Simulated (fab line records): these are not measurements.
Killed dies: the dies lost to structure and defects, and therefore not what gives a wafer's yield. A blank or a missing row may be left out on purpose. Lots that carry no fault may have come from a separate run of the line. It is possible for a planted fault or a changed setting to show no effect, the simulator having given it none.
Chamber matching :: flow n5Finfet :: N5_BEOL_M12_TRENCH_ETCH_34 on rieDiel-05: 4 sister chambers
The step etches SiOC in C4F8/O2/Ar, target depth 318.95 nm, time 125.5 s. 16 wafers are shown with their chamber, then 8 later ones without.

## WAFERS WITH THEIR CHAMBER
wafer: L076.2
chamber: 2
drypumpMotorCurrentA (A): 5.9
throttleValvePct (%): 24.05
showerheadPlenumPTorr (Torr): 3.53

wafer: L076.3
chamber: 3
drypumpMotorCurrentA (A): 6.1
throttleValvePct (%): 24.19
showerheadPlenumPTorr (Torr): 3.51

wafer: L076.6
chamber: 3
drypumpMotorCurrentA (A): 6.1
throttleValvePct (%): 24.22
showerheadPlenumPTorr (Torr): 3.50

wafer: L077.1
chamber: 1
drypumpMotorCurrentA (A): 6.1
throttleValvePct (%): 24.29
showerheadPlenumPTorr (Torr): 3.50

wafer: L077.2
chamber: 0
drypumpMotorCurrentA (A): 5.6
throttleValvePct (%): 24.07
showerheadPlenumPTorr (Torr): 3.51

wafer: L077.4
chamber: 2
drypumpMotorCurrentA (A): 5.9
throttleValvePct (%): 24.05
showerheadPlenumPTorr (Torr): 3.53

wafer: L082.2
chamber: 0
drypumpMotorCurrentA (A): 5.6
throttleValvePct (%): 24.08
showerheadPlenumPTorr (Torr): 3.50

wafer: L082.3
chamber: 1
drypumpMotorCurrentA (A): 6.0
throttleValvePct (%): 24.31
showerheadPlenumPTorr (Torr): 3.50

wafer: L082.6
chamber: 0
drypumpMotorCurrentA (A): 5.6
throttleValvePct (%): 24.09
showerheadPlenumPTorr (Torr): 3.50

wafer: L087.1
chamber: 0
drypumpMotorCurrentA (A): 5.6
throttleValvePct (%): 24.11
showerheadPlenumPTorr (Torr): 3.49

wafer: L087.3
chamber: 0
drypumpMotorCurrentA (A): 5.6
throttleValvePct (%): 24.09
showerheadPlenumPTorr (Torr): 3.49

wafer: L087.4
chamber: 3
drypumpMotorCurrentA (A): 6.1
throttleValvePct (%): 24.24
showerheadPlenumPTorr (Torr): 3.49

wafer: L091.1
chamber: 2
drypumpMotorCurrentA (A): 5.9
throttleValvePct (%): 23.64
showerheadPlenumPTorr (Torr): 3.52

wafer: L091.3
chamber: 1
drypumpMotorCurrentA (A): 6.1
throttleValvePct (%): 24.09
showerheadPlenumPTorr (Torr): 3.49

wafer: L091.6
chamber: 2
drypumpMotorCurrentA (A): 5.9
throttleValvePct (%): 23.65
showerheadPlenumPTorr (Torr): 3.52

wafer: L092.3
chamber: 0
drypumpMotorCurrentA (A): 5.6
throttleValvePct (%): 24.11
showerheadPlenumPTorr (Torr): 3.48

SIGNATURES (averages over the wafers above)
reading: drypumpMotorCurrentA
chamber 0: 5.600
chamber 1: 6.067
chamber 2: 5.900
chamber 3: 6.100
scatter within a chamber: 0.0236

reading: throttleValvePct
chamber 0: 24.0917
chamber 1: 24.2300
chamber 2: 23.8475
chamber 3: 24.2167
scatter within a chamber: 0.128

reading: showerheadPlenumPTorr
chamber 0: 3.4950
chamber 1: 3.4967
chamber 2: 3.5250
chamber 3: 3.5000
scatter within a chamber: 0.00874
Rule: for a wafer and a chamber, the distance is found by dividing, reading by reading, the gap between the wafer's reading and the chamber's mean by the reading's scatter, squaring, summing and taking the root. The wafer belongs to the nearest chamber; if the next one is less than 2 further off, it can't be placed. The scatter: take each reading less its chamber's mean, square it, sum over the shown wafers, divide by the number of wafers less the number of chambers, and take the root.

## WAFERS WHOSE CHAMBER IS MISSING
wafer: L092.4
drypumpMotorCurrentA (A): 5.6
throttleValvePct (%): 24.13
showerheadPlenumPTorr (Torr): 3.48

wafer: L092.5
drypumpMotorCurrentA (A): 5.9
throttleValvePct (%): 23.69
showerheadPlenumPTorr (Torr): 3.52

wafer: L093.1
drypumpMotorCurrentA (A): 6.1
throttleValvePct (%): 23.85
showerheadPlenumPTorr (Torr): 3.49

wafer: L093.4
drypumpMotorCurrentA (A): 5.9
throttleValvePct (%): 23.68
showerheadPlenumPTorr (Torr): 3.51

wafer: L093.6
drypumpMotorCurrentA (A): 6.1
throttleValvePct (%): 24.12
showerheadPlenumPTorr (Torr): 3.48

wafer: L097.1
drypumpMotorCurrentA (A): 5.9
throttleValvePct (%): 23.68
showerheadPlenumPTorr (Torr): 3.51

wafer: L097.2
drypumpMotorCurrentA (A): 6.1
throttleValvePct (%): 24.14
showerheadPlenumPTorr (Torr): 3.48

wafer: L097.4
drypumpMotorCurrentA (A): 6.1
throttleValvePct (%): 23.85
showerheadPlenumPTorr (Torr): 3.48

## CHAMBER TAKEN BY EACH
wafer: L092.4
from the rows above: 0
in truth: 0

wafer: L092.5
from the rows above: 2
in truth: 2

wafer: L093.1
from the rows above: can't be placed: 3 or 1
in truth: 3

wafer: L093.4
from the rows above: 2
in truth: 2

wafer: L093.6
from the rows above: can't be placed: 3 or 1
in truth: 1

wafer: L097.1
from the rows above: 2
in truth: 2

wafer: L097.2
from the rows above: can't be placed: 3 or 1
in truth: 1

wafer: L097.4
from the rows above: can't be placed: 3 or 1
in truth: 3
4 of 8 placed correctly. Not placeable from these rows: 4 (in 4, the candidates include the true chamber). 0 placed wrongly.
